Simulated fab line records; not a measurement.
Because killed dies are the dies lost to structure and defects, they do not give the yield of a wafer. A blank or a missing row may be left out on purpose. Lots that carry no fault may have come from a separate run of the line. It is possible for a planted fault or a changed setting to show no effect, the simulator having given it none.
Which tool is to blame? :: flow n5_finfet :: 9 lots with 25 wafers sampled at 3 steps, on a route of 1938 steps

## WHAT EACH GAUGE READ, for each wafer
N5_BEOL_M4_RC_MEAS_101. Usual: DIBL_N 36.0 mV/V, standard deviation 2; DIBL_P 36.2 mV/V, standard deviation 2.2; IOFF_N 0.16 nA/um, standard deviation 0.034; IOFF_P 0.21 nA/um, standard deviation 0.04; ION_N 675 uA/um, standard deviation 12; ION_P 463 uA/um, standard deviation 7.2; SS_N 71.6 mV/dec, standard deviation 0.6; SS_P 73.3 mV/dec, standard deviation 0.67; VT_N 250 mV, standard deviation 3; VT_P -251 mV, standard deviation 3.4.
lot: L787
measured: day 8 10:36
on: prober-01
DIBL_N (mV/V): 38.6 37.0 36.2
DIBL_P (mV/V): 39.1 37.7 36.8
IOFF_N (nA/um): 0.22 0.19 0.18
IOFF_P (nA/um): 0.26 0.24 0.22
ION_N (uA/um): 692 684 683
ION_P (uA/um): 468 467 464
SS_N (mV/dec): 71.6 71.2 71.8
SS_P (mV/dec): 73.7 73.8 73.9
VT_N (mV): 248 246 245
VT_P (mV): -250 -248 -250
flag: 

lot: L788
measured: day 8 20:47
on: prober-02
DIBL_N (mV/V): 33.9 35.8 33.0
DIBL_P (mV/V): 35.7 37.6 34.6
IOFF_N (nA/um): 0.13 0.15 0.11
IOFF_P (nA/um): 0.18 0.19 0.16
ION_N (uA/um): 667 680 648
ION_P (uA/um): 460 460 445
SS_N (mV/dec): 71.1 71.4 71.1
SS_P (mV/dec): 73.1 73.6 72.9
VT_N (mV): 251 248 255
VT_P (mV): -252 -253 -255
flag: 

lot: L790
measured: day 9 06:21
on: prober-02
DIBL_N (mV/V): 35.2 36.7 34.6
DIBL_P (mV/V): 35.2 36.1 35.2
IOFF_N (nA/um): 0.14 0.16 0.13
IOFF_P (nA/um): 0.18 0.18 0.17
ION_N (uA/um): 681 673 665
ION_P (uA/um): 460 455 461
SS_N (mV/dec): 71.1 71.7 70.6
SS_P (mV/dec): 73.5 72.3 72.1
VT_N (mV): 251 251 250
VT_P (mV): -251 -254 -252
flag: 

lot: L794
measured: day 10 05:44
on: prober-01
DIBL_N (mV/V): 36.0 38.7 37.0
DIBL_P (mV/V): 34.2 37.7 36.6
IOFF_N (nA/um): 0.13 0.18 0.14
IOFF_P (nA/um): 0.16 0.20 0.19
ION_N (uA/um): 669 673 679
ION_P (uA/um): 453 453 460
SS_N (mV/dec): 71.8 72.5 72.0
SS_P (mV/dec): 73.8 73.7 73.5
VT_N (mV): 254 253 252
VT_P (mV): -255 -253 -254
flag: 

lot: L796
measured: day 10 19:07
on: prober-02
DIBL_N (mV/V): 36.1 36.6
DIBL_P (mV/V): 37.2 37.4
IOFF_N (nA/um): 0.19 0.19
IOFF_P (nA/um): 0.22 0.22
ION_N (uA/um): 687 688
ION_P (uA/um): 464 462
SS_N (mV/dec): 71.7 72.1
SS_P (mV/dec): 73.9 73.7
VT_N (mV): 248 248
VT_P (mV): -251 -252
flag: 

lot: L797
measured: day 11 02:45
on: prober-01
DIBL_N (mV/V): 40.9 39.4
DIBL_P (mV/V): 40.8 38.3
IOFF_N (nA/um): 0.20 0.18
IOFF_P (nA/um): 0.26 0.22
ION_N (uA/um): 700 697
ION_P (uA/um): 469 470
SS_N (mV/dec): 71.1 71.0
SS_P (mV/dec): 75.2 74.0
VT_N (mV): 247 249
VT_P (mV): -249 -250
flag: 

lot: L802
measured: day 12 05:36
on: prober-01
DIBL_N (mV/V): 37.9 37.9 36.9
DIBL_P (mV/V): 38.1 37.8 36.9
IOFF_N (nA/um): 0.19 0.19 0.17
IOFF_P (nA/um): 0.26 0.26 0.23
ION_N (uA/um): 691 697 681
ION_P (uA/um): 474 472 464
SS_N (mV/dec): 72.3 72.0 71.6
SS_P (mV/dec): 73.6 73.1 73.2
VT_N (mV): 248 245 248
VT_P (mV): -245 -245 -249
flag: 

lot: L806
measured: day 13 21:14
on: prober-02
DIBL_N (mV/V): 38.0 38.9 38.2
DIBL_P (mV/V): 38.2 39.1 38.4
IOFF_N (nA/um): 0.18 0.20 0.18
IOFF_P (nA/um): 0.23 0.27 0.23
ION_N (uA/um): 675 683 682
ION_P (uA/um): 462 470 469
SS_N (mV/dec): 71.4 72.0 72.5
SS_P (mV/dec): 74.1 74.2 74.7
VT_N (mV): 250 248 248
VT_P (mV): -248 -247 -247
flag: 

lot: L804
measured: day 14 00:33
on: prober-01
DIBL_N (mV/V): 33.4 39.1 38.7
DIBL_P (mV/V): 32.6 40.0 39.9
IOFF_N (nA/um): 0.12 0.22 0.21
IOFF_P (nA/um): 0.18 0.32 0.30
ION_N (uA/um): 668 695 685
ION_P (uA/um): 465 480 468
SS_N (mV/dec): 70.8 72.0 72.5
SS_P (mV/dec): 72.4 74.7 74.8
VT_N (mV): 254 245 247
VT_P (mV): -252 -243 -247
flag: 

N5_MIM_BOT_LITHO_CD_MEAS_08: target cd 3000 nm. Usual: cd_nm 2998.6 nm, standard deviation 1.7.
lot: L787
measured: day 12 16:27
on: cd_sem-03
cd_nm (nm): 3000.6 3002.2 3001.0
flag: 

lot: L788
measured: day 12 20:58
on: cd_sem-01
cd_nm (nm): 2999.8 2999.9 2998.7
flag: 

lot: L790
measured: day 12 23:31
on: cd_sem-03
cd_nm (nm): 3000.2 2998.9 2996.5
flag: 

lot: L794
measured: day 14 21:15
on: cd_sem-03
cd_nm (nm): 2997.4 2996.9 3000.9
flag: 

lot: L796
measured: day 15 02:26
on: cd_sem-03
cd_nm (nm): 2997.3 2998.6
flag: 

lot: L797
measured: day 16 07:39
on: cd_sem-03
cd_nm (nm): 3000.0 2999.3
flag: 

lot: L802
measured: day 17 05:22
on: cd_sem-03
cd_nm (nm): 2994.3 2996.7 2993.5
flag: 

lot: L806
measured: day 18 16:30
on: cd_sem-01
cd_nm (nm): 2999.4 2996.8 2996.6
flag: 

lot: L804
measured: day 18 15:49
on: cd_sem-03
cd_nm (nm): 3001.1 2998.6 3000.2
flag: 

## TOOL THAT RAN EACH LOT (tool first, then ch and the chambers of the sampled wafers, then the start)
lot: L787
N5_BEOL_M7_VIA_ETCH_34: rie_diel-06 ch 0,2, day 9 11:10

lot: L788
N5_BEOL_M7_VIA_ETCH_34: rie_diel-03 ch 0,2,3, day 9 22:05

lot: L790
N5_BEOL_M7_VIA_ETCH_34: rie_diel-03 ch 0,1, day 10 07:37

lot: L794
N5_BEOL_M7_VIA_ETCH_34: rie_diel-03 ch 1,2,3, day 11 11:20

lot: L796
N5_BEOL_M7_VIA_ETCH_34: rie_diel-03 ch 0, day 11 21:59

lot: L797
N5_BEOL_M7_VIA_ETCH_34: rie_diel-03 ch 0,2, day 12 19:03

lot: L802
N5_BEOL_M7_VIA_ETCH_34: rie_diel-06 ch 0,2,3, day 13 16:31

lot: L806
N5_BEOL_M7_VIA_ETCH_34: rie_diel-03 ch 0,1, day 15 17:16

lot: L804
N5_BEOL_M7_VIA_ETCH_34: rie_diel-03 ch 0,2,3, day 15 14:05
- N5_BEOL_M7_VIA_ETCH_34: etches SiCOH lowk in C4F6/O2, target depth 125.5 nm, time 50.5 s.

## WHAT THE TOOLS THEMSELVES READ (means of the sampled wafers that have a number; where no wafer has one, the mark that the record gives instead)
N5_BEOL_M7_VIA_ETCH_34. Usual: value, then standard deviation, for each; drypump_motor_current_A 5.78 A / 0.28; mfc_ar_sccm 300.0 sccm / 0.95; oes_product_au 0.78 a.u. / 0.075; rf_fwd_power_W 341.4 W / 1.3; rf_vpp_V 668 V / 9; showerhead_plenum_p_Torr 2.87 Torr / 0.092; throttle_valve_pct 20.85 % / 0.25.
lot: L787
tool: rie_diel-06
drypump_motor_current_A (A): 5.93
mfc_ar_sccm (sccm): 300.6
oes_product_au (a.u.): 0.73
rf_fwd_power_W (W): 341.1
rf_vpp_V (V): 671
showerhead_plenum_p_Torr (Torr): 2.83
throttle_valve_pct (%): 21.05
flag: 

lot: L788
tool: rie_diel-03
drypump_motor_current_A (A): 5.60
mfc_ar_sccm (sccm): 299.2
oes_product_au (a.u.): 0.85
rf_fwd_power_W (W): 340.8
rf_vpp_V (V): 673
showerhead_plenum_p_Torr (Torr): 2.89
throttle_valve_pct (%): 20.79
flag: 

lot: L790
tool: rie_diel-03
drypump_motor_current_A (A): 5.85
mfc_ar_sccm (sccm): 300.3
oes_product_au (a.u.): 0.83
rf_fwd_power_W (W): 341.6
rf_vpp_V (V): 672
showerhead_plenum_p_Torr (Torr): 2.91
throttle_valve_pct (%): 20.66
flag: 

lot: L794
tool: rie_diel-03
drypump_motor_current_A (A): 5.83
mfc_ar_sccm (sccm): 300.7
oes_product_au (a.u.): 0.77
rf_fwd_power_W (W): 341.7
rf_vpp_V (V): 669
showerhead_plenum_p_Torr (Torr): 2.90
throttle_valve_pct (%): 20.75
flag: 

lot: L796
tool: rie_diel-03
drypump_motor_current_A (A): 5.62
mfc_ar_sccm (sccm): 299.9
oes_product_au (a.u.): 0.80
rf_fwd_power_W (W): 339.4
rf_vpp_V (V): 676
showerhead_plenum_p_Torr (Torr): 2.89
throttle_valve_pct (%): 20.71
flag: 

lot: L797
tool: rie_diel-03
drypump_motor_current_A (A): 5.67
mfc_ar_sccm (sccm): 301.1
oes_product_au (a.u.): 0.78
rf_fwd_power_W (W): 340.6
rf_vpp_V (V): 672
showerhead_plenum_p_Torr (Torr): 2.94
throttle_valve_pct (%): 20.69
flag: 

lot: L802
tool: rie_diel-06
drypump_motor_current_A (A): 5.92
mfc_ar_sccm (sccm): 300.2
oes_product_au (a.u.): 0.75
rf_fwd_power_W (W): 341.6
rf_vpp_V (V): 662
showerhead_plenum_p_Torr (Torr): 2.80
throttle_valve_pct (%): 20.90
flag: 

lot: L806
tool: rie_diel-03
drypump_motor_current_A (A): 5.86
mfc_ar_sccm (sccm): 299.9
oes_product_au (a.u.): 0.77
rf_fwd_power_W (W): 340.5
rf_vpp_V (V): 672
showerhead_plenum_p_Torr (Torr): 2.89
throttle_valve_pct (%): 20.73
flag: 

lot: L804
tool: rie_diel-03
drypump_motor_current_A (A): 5.59
mfc_ar_sccm (sccm): 300.0
oes_product_au (a.u.): 0.80
rf_fwd_power_W (W): 341.2
rf_vpp_V (V): 671
showerhead_plenum_p_Torr (Torr): 2.87
throttle_valve_pct (%): 20.85
flag: 

## THE ANSWER, worked out from the rows above alone
Rule: take the mean of a lot's wafers that have a number; if it is more than 3 standard deviations from the usual mean, the lot is off. A lot without any number at a reading at which 4 lots or more have one is off too. All remaining lots with rows at the step are treated as sound. First the gauges in route order, then the tools' own readings, where a lot's mean is used as printed above. The first step at which some lot is off is used, and at that step the reading that is off furthest; a lot without a number counts as furthest.
No lot is off on any of the readings shown, so nothing can be concluded from this.

## WHAT WAS PUT IN BY THE SIMULATOR
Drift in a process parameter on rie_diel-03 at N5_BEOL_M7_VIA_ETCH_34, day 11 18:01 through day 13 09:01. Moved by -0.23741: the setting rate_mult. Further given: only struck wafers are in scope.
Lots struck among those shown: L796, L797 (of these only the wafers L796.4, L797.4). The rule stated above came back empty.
